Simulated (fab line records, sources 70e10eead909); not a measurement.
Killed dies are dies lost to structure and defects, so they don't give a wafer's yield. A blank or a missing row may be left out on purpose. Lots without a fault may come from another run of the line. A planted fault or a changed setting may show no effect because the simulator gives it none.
fab line records | flow nand_harc
record lots=13 wafers=39 last_day=27
route steps=1159 shown A_STAIRCASE@549 END@1159
lots that met no fault: from a run of the same line without faults
start_h: hours from the record's first day to the start of the lot's first wafer shown | wait_h: hours since the lot's step before | " the same as in the row above | L1.1+2: a row that stands for several wafers | - no value, or no start given | * or withheld: withheld | < > ~ a bound
route shown NAME@n: a module of which the file shows steps, and the number in the route of the first | usual: mean/standard deviation of fault-free wafers | same: alike in all rows | chamber/n: place in a boat | sites: the reading at each site | _std_site: their standard deviation | _edge_site: outer sites' mean less inner sites' | radius_mm: how far each site lies from the wafer's centre | mask NAME#n: copy n | behind: the tool/chamber that last shaped the wafer | hold: why the lot was held/for how many hours/how that ended | device: the transistor (n, p or np) that didn't switch | end of line: the same wafers' tests at the end of the route | a step without rows: its recipe alone | killed: dies lost to structure and defects at the first sort, not the wafer's yield | map: a wafer's dies, x killed, . not, _ none there
set.NAME: the setting as run; set.NAME@STEP: as run at that earlier step | model.NAME: the simulator's own value behind a step, which no gauge read
steps of the route over a sample of lots; a table a step, a row a wafer
services: from which hour (start_h, from the record's first day; less than 0 if before it) a tool's chamber was out of use, for how many hours, and why
## steps
# step NHARC_A_STAIRCASE_ETCH_13
# recipe target_depth_a=1000 time_s=40.5 ion_energy_ev=400 c4f8_flow_sccm=20 o2_flow_sccm=10 ar_flow_sccm=withheld rf_w=600 bias_w=1000 chemistry=C4F8/O2
# usual bias_w=1000.4/2.8 oes_product_au=0.937/0.012 rf_vpp_V=895/5.5
# columns lot.wafer tool chamber start_h wait_h bias_w oes_product_au rf_hours_counter_h rf_vpp_V
L676.1 rie_diel-09 1 220.29 - 1000.1 0.928 52 888
L676.6 " 2 " " 997.9 0.917 - 898
L676.5 " 3 " " 997.8 0.927 - 898
L678.3 rie_diel-13 3 251.63 - 998.0 0.943 52 885
L678.1 " 0 " " 1001.6 0.943 51 899
L678.4 " 2 " " 998.6 0.946 50 889
L677.3 rie_diel-11 0 252.02 - 1001.7 0.945 17 891
L677.2 " 2 " " 1001.5 0.951 17 893
L677.6 " 0 " " 1001.3 0.949 - 888
L679.1 rie_diel-09 0 252.16 - 998.1 0.936 63 890
L679.4 " 3 " " 1003.7 0.936 64 897
L679.6 " 1 " " 1003.1 0.930 - 886
L680.1 rie_diel-11 3 255.61 - 1002.6 0.939 18 894
L680.4 " 0 " " 1001.3 0.940 18 891
L680.5 " 1 " " 995.3 0.954 - 898
L681.4 rie_diel-13 2 259.36 - 1004.2 0.929 55 889
L681.5 " 1 " " 999.5 0.924 - 893
L681.6 " 2 " " 1001.3 0.934 - 890
L684.4 rie_diel-09 0 280.95 - 1000.4 0.923 5 890
L684.2 " 2 " " 997.4 0.916 7 897
L684.6 " 1 " " 1001.8 0.923 - 906
L682.4 rie_diel-11 3 288.89 - 997.4 0.942 35 892
L682.2 " 0 " " 1001.9 0.936 36 888
L682.1 " 2 " " 1000.8 0.937 35 894
L686.1 rie_diel-13 2 292.19 - 999.8 0.926 4 888
L686.3 " 0 " " 997.5 0.926 3 898
L686.5 " 3 " " 1002.1 0.922 - 906
L690.2 rie_diel-09 1 309.23 - 999.9 0.788 11 905
L690.6 " 0 " " 1006.4 0.971 - 890
L690.5 " 1 " " 997.2 0.794 - 906
L687.4 rie_diel-09 3 312.96 - 1007.4 0.939 19 896
L687.6 " 0 " " 999.4 0.934 - 889
L687.5 " 1 " " 1000.0 0.780 - 906
L696.1 rie_diel-11 2 349.89 - 1002.5 0.963 55 892
L696.5 " 0 " " 1001.5 0.951 - 888
L696.6 " 1 " " 997.8 0.951 - 898
L698.2 rie_diel-11 2 361.23 - 1001.5 0.936 61 893
L698.5 " 2 " " 996.9 0.934 - 893
L698.6 " 3 " " 999.5 0.931 - 893
# step NHARC_A_STAIRCASE_ETCH_15
# recipe target_depth_a=1000 time_s=40.5 ion_energy_ev=400 c4f8_flow_sccm=20 o2_flow_sccm=10 ar_flow_sccm=withheld rf_w=600 bias_w=1000 chemistry=C4F8/O2
# usual bias_w=1000/3.1 oes_product_au=0.941/0.011 rf_vpp_V=895/5.5
# columns lot.wafer tool chamber start_h wait_h bias_w oes_product_au rf_hours_counter_h rf_vpp_V
L676.1 rie_diel-09 1 - - 1001 0.939 52 887
L676.5 " 3 " " 998 0.936 - 897
L676.6 " 0 " " 997 0.935 - 890
L678.3 rie_diel-13 1 - - 999 0.940 51 893
L678.4 " 2 " " 997 0.957 50 887
L678.1 " 3 " " 1003 0.962 52 887
L677.3 rie_diel-11 1 - - 995 0.947 15 898
L677.2 " 3 " " 995 0.960 17 893
L677.6 " 0 " " 1002 0.960 - 889
L679.4 rie_diel-09 1 - - 995 0.941 64 887
L679.1 " 2 " " 998 0.930 65 896
L679.6 " 0 " " 997 0.943 - 890
L680.1 rie_diel-11 0 - - 1007 0.940 18 889
L680.4 " 1 " " 1005 0.935 16 897
L680.5 " 3 " " 998 0.943 - 895
L681.4 rie_diel-13 1 - - 1000 0.924 55 893
L681.6 " 1 " " 999 0.932 - 892
L681.5 " 2 " " 1000 0.929 - 889
L684.4 rie_diel-09 1 - - 999 0.937 5 906
L684.2 " 2 " " 999 0.924 7 896
L684.6 " 1 " " 1001 0.930 - 907
L682.1 rie_diel-11 3 - - 998 0.945 36 893
L682.2 " 1 " " 1001 0.946 33 898
L682.4 " 2 " " 1000 0.957 36 893
L686.3 rie_diel-13 3 - - 997 0.934 3 906
L686.1 " 0 " " 997 0.941 4 898
L686.5 " 2 " " 1002 0.946 - 888
L690.2 rie_diel-09 1 - - 1000 0.949 11 906
L690.5 " 0 " " 1004 0.948 - 890
L690.6 " 1 " " 997 0.931 - 908
L687.4 rie_diel-09 2 - - 1001 0.933 16 896
L687.6 " 3 " " 1003 0.930 - 895
L687.5 " 0 " " 1000 0.938 - 889
L696.1 rie_diel-11 1 - - 999 0.964 52 898
L696.6 " 1 " " 1003 0.973 - 897
L696.5 " 2 " " 999 0.956 - 892
L698.2 rie_diel-11 3 - - 1002 0.928 62 891
L698.6 " 0 " " 999 0.934 - 887
L698.5 " 1 " " 997 0.936 - 896
# step NHARC_A_STAIRCASE_ETCH_17
# recipe target_depth_a=1000 time_s=40.5 ion_energy_ev=400 c4f8_flow_sccm=20 o2_flow_sccm=10 ar_flow_sccm=withheld rf_w=600 bias_w=1000 chemistry=C4F8/O2
# usual bias_w=1000/3.3 oes_product_au=0.942/0.0099 rf_vpp_V=895/5.7
# columns lot.wafer tool chamber start_h wait_h bias_w oes_product_au rf_hours_counter_h rf_vpp_V
L676.1 rie_diel-09 1 - - 996 0.935 52 886
L676.6 " 1 " " 997 0.937 - 888
L676.5 " 2 " " 998 0.923 - 897
L678.1 rie_diel-13 0 - - 999 0.932 51 900
L678.4 " 1 " " 1002 0.932 51 892
L678.3 " 3 " " 1000 0.952 52 887
L677.2 rie_diel-11 2 - - 1000 0.957 18 893
L677.3 " 0 " " 1003 0.947 17 888
L677.6 " 3 " " 1007 0.946 - 892
L679.1 rie_diel-09 0 - - 1002 0.953 63 891
L679.4 " 3 " " 1006 0.944 64 898
L679.6 " 1 " " 1001 0.940 - 885
L680.1 rie_diel-11 1 - - 997 0.945 16 897
L680.4 " 0 " " 997 0.937 18 889
L680.5 " 1 " " 996 0.949 - 898
L681.4 rie_diel-13 3 - - 1001 0.926 57 888
L681.6 " 2 " " 997 0.934 - 889
L681.5 " 3 " " 997 0.929 - 886
L684.2 rie_diel-09 1 - - 1002 0.938 5 906
L684.6 " 1 " " 998 0.936 - 906
L684.4 " 0 " " 1006 0.936 - 888
L682.4 rie_diel-11 2 - - 1002 0.950 36 893
L682.1 " 0 " " 1001 0.947 36 887
L682.2 " 1 " " 1000 0.944 34 896
L686.3 rie_diel-13 3 - - 996 0.937 4 906
L686.1 " 0 " " 1002 0.933 4 898
L686.5 " 3 " " 1002 0.924 - 906
L690.2 rie_diel-09 1 - - 997 0.952 11 906
L690.5 " 3 " " 1000 0.938 - 896
L690.6 " 0 " " 998 0.941 - 889
L687.4 rie_diel-09 0 - - 993 0.945 18 891
L687.6 " 2 " " 999 0.932 - 898
L687.5 " 3 " " 1008 0.949 - 897
L696.1 rie_diel-11 2 - - 997 0.953 55 893
L696.5 " 0 " " 1000 0.956 - 889
L696.6 " 1 " " 1001 0.959 - 898
L698.2 rie_diel-11 1 - - 1000 0.957 58 898
L698.6 " 1 " " 1000 0.930 - 897
L698.5 " 2 " " 998 0.947 - 892
# step NHARC_A_STAIRCASE_ETCH_19
# recipe target_depth_a=1000 time_s=40.5 ion_energy_ev=400 c4f8_flow_sccm=20 o2_flow_sccm=10 ar_flow_sccm=withheld rf_w=600 bias_w=1000 chemistry=C4F8/O2
# usual bias_w=1000/3.3 oes_product_au=0.941/0.0094 rf_vpp_V=895/5.4
# columns lot.wafer tool chamber start_h wait_h bias_w oes_product_au rf_hours_counter_h rf_vpp_V
L676.1 rie_diel-09 1 - - 1003 0.943 52 886
L676.5 " 2 " " 996 0.930 - 898
L676.6 " 3 " " 997 0.934 - 896
L678.4 rie_diel-13 3 - - 995 0.924 53 887
L678.3 " 0 " " 1002 0.923 51 898
L678.1 " 1 " " 1007 0.924 51 894
L677.2 rie_diel-11 3 - - 1004 0.935 17 893
L677.3 " 1 " " 999 0.941 15 898
L677.6 " 2 " " 997 0.941 - 893
L679.1 rie_diel-09 0 - - 995 0.946 64 890
L679.4 " 1 " " 998 0.948 64 886
L679.6 " 3 " " 1000 0.943 - 898
L680.4 rie_diel-11 3 - - 999 0.940 19 894
L680.1 " 1 " " 995 0.939 16 899
L680.5 " 0 " " 998 0.947 - 889
L681.4 rie_diel-13 2 - - 1003 0.934 56 888
L681.5 " 0 " " 997 0.932 - 898
L681.6 " 1 " " 999 0.924 - 892
L684.2 rie_diel-09 0 - - 994 0.928 6 890
L684.4 " 0 " " 999 0.922 - 890
L684.6 " 1 " " 1002 0.928 - 905
L682.1 rie_diel-11 0 - - 997 0.957 37 889
L682.2 " 1 " " 999 0.946 34 896
L682.4 " 2 " " 999 0.951 36 894
L686.1 rie_diel-13 1 - - 995 0.932 5 894
L686.3 " 2 " " 998 0.943 5 888
L686.5 " 1 " " 995 0.941 - 893
L690.2 rie_diel-09 3 - - 1002 0.946 19 896
L690.6 " 1 " " 1001 0.939 - 906
L690.5 " 2 " " 1000 0.935 - 897
L687.4 rie_diel-09 0 - - 1001 0.932 18 889
L687.5 " 2 " " 995 0.935 - 897
L687.6 " 3 " " 999 0.952 - 898
L696.1 rie_diel-11 1 - - 1003 0.943 52 895
L696.6 " 3 " " 1004 0.946 - 893
L696.5 " 0 " " 1000 0.954 - 888
L698.2 rie_diel-11 3 - - 1000 0.934 63 893
L698.6 " 2 " " 1000 0.949 - 891
L698.5 " 3 " " 999 0.935 - 892
# step NHARC_END_SORT_01
# recipe temp_c=25
# usual killed_at_array=28/11 killed_at_other=0.9/1.2 killed_at_periphery=2.6/2.1 killed_dies=31/11 killed_open=3.1/1.7 killed_short=1.9/1.3
# same gross_dies=677
# columns lot.wafer tool chamber start_h wait_h killed_at_array killed_at_other killed_at_periphery killed_dies killed_open killed_short
L690.2 prober-02 0 557.66 2.8 641 1 1 643 1 5
L690.5 prober-02 0 560.05 3.7 611 2 0 613 6 2
L690.6 prober-02 0 560.85 4.0 36 0 2 38 2 2
L687.4 prober-01 0 574.90 3.4 36 1 2 39 2 1
L687.5 prober-01 0 575.70 3.7 628 0 0 628 0 2
L687.6 prober-01 0 576.51 4.0 35 0 3 38 4 1
# killed by level:class
L690.2 A_STAIRCASE:area_etch=608 A_CHANNEL_HOLE_D1:chamber_film_flake=18 A_CONTACT:chamber_film_flake=7 A_WL_FILL:geometric_particle:short=3 A_STAIRCASE:chamber_film_flake=2 A_ONON_D1:geometric_particle:open=1 A_M0:geometric_particle:short=1 P_ZERO_WELL:chamber_film_flake=1
L690.5 A_STAIRCASE:area_etch=579 A_CHANNEL_HOLE_D1:chamber_film_flake=17 A_CONTACT:chamber_film_flake=5 A_CONTACT:geometric_particle:open=3 A_WL_FILL:geometric_particle:short=2 A_STAIRCASE:chamber_film_flake=2 A_SOURCE_PLATE:geometric_particle:open=1 A_CHANNEL_FILL_D1:geometric_particle:open=1
L690.6 A_CHANNEL_HOLE_D1:chamber_film_flake=24 A_CONTACT:chamber_film_flake=7 P_CONTACT:geometric_particle:short=1 A_ONON_D1:geometric_particle:open=1 A_CHANNEL_FILL_D1:geometric_particle:open=1 A_CHANNEL_FILL_D1:geometric_particle:short=1 P_ZERO_WELL:chamber_film_flake=1 A_ZERO_WELL:chamber_film_flake=1
L687.4 A_CHANNEL_HOLE_D1:chamber_film_flake=17 A_SLIT:chamber_film_flake=13 A_M1:geometric_particle:open=2 A_ZERO_WELL:chamber_film_flake=2 P_STI:geometric_particle:short=1 P_ZERO_WELL:chamber_film_flake=1 THIN_TSV:chamber_film_flake=1 A_CHANNEL_FILL_D1:chamber_film_flake=1
L687.5 A_STAIRCASE:area_etch=598 A_CHANNEL_HOLE_D1:chamber_film_flake=18 A_SLIT:chamber_film_flake=9 A_CHANNEL_HOLE_D1:geometric_particle:short=1 A_M0:geometric_particle:short=1 A_CHANNEL_FILL_D1:chamber_film_flake=1
L687.6 A_CHANNEL_HOLE_D1:chamber_film_flake=18 A_SLIT:chamber_film_flake=10 A_CHANNEL_FILL_D1:geometric_particle:open=2 A_CHANNEL_FILL_D1:chamber_film_flake=2 P_M0:geometric_particle:open=1 P_M1:geometric_particle:short=1 A_BLC:geometric_particle:open=1 P_M0:chamber_film_flake=1
## services
# columns tool chamber start_h hours kind
rie_diel-11 0 198.65 - clean
rie_diel-11 1 198.65 - clean
rie_diel-11 1 198.65 - consumable_replace:focus_ring
rie_diel-11 2 198.65 - clean
rie_diel-11 3 198.65 - clean
rie_diel-09 0 208.78 - clean
rie_diel-09 1 208.78 - clean
rie_diel-09 2 208.78 - clean
rie_diel-09 3 208.78 - clean
rie_diel-11 0 223.15 - clean
rie_diel-11 1 223.15 - clean
rie_diel-11 2 223.15 - clean
rie_diel-11 3 223.15 - clean
rie_diel-13 2 225.68 4.4 repair
rie_diel-09 0 233.28 - clean
rie_diel-09 1 233.28 - clean
rie_diel-09 2 233.28 - clean
rie_diel-09 3 233.28 - clean
rie_diel-11 1 241.89 9.1 repair
rie_diel-11 0 247.74 - clean
rie_diel-09 - 254.15 9.0 pm
rie_diel-13 - 276.20 9.0 pm
rie_diel-09 1 290.16 10.6 repair
rie_diel-09 - 350.67 2.0 repair
## key
first_sign step=NHARC_A_STAIRCASE_ETCH_13 reading=oes_product_au direction=down sigmas=12 usual=0.937 struck=0.788
effect step=NHARC_END_SORT_01 reading=killed_at_array direction=up sigmas=56 usual=28 struck=627
more_kills_born_at NHARC_A_STAIRCASE_ETCH_13@rie_diel-09=1785
met_at NHARC_A_STAIRCASE_ETCH_13
struck_lots L687,L690
struck_wafers L687.5,L690.2,L690.5
later_rows_left_out L687.5,L690.2,L690.5
tester_left_out L687,L690
not_acting_at NHARC_A_STAIRCASE_ETCH_15,NHARC_A_STAIRCASE_ETCH_17,NHARC_A_STAIRCASE_ETCH_19
onset_between 280.95 309.23
fault kind=process_parameter_drift tool=rie_diel-09 chamber=1 onset_h=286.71 steps=NHARC_A_STAIRCASE_ETCH_13 channel=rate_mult offset=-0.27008 shape=step end_h=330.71
# tester_left_out: of these lots the tester's yield and bins aren't shown, on N5 and GAA mostly nor the transistor test; their killed dies are dies lost to structure and defects alone, not to doping, threshold or leakage, so they don't give the yield
# later_rows_left_out: the simulator's readings of these wafers behind a module that went badly wrong aren't trusted and aren't shown, but for the sort
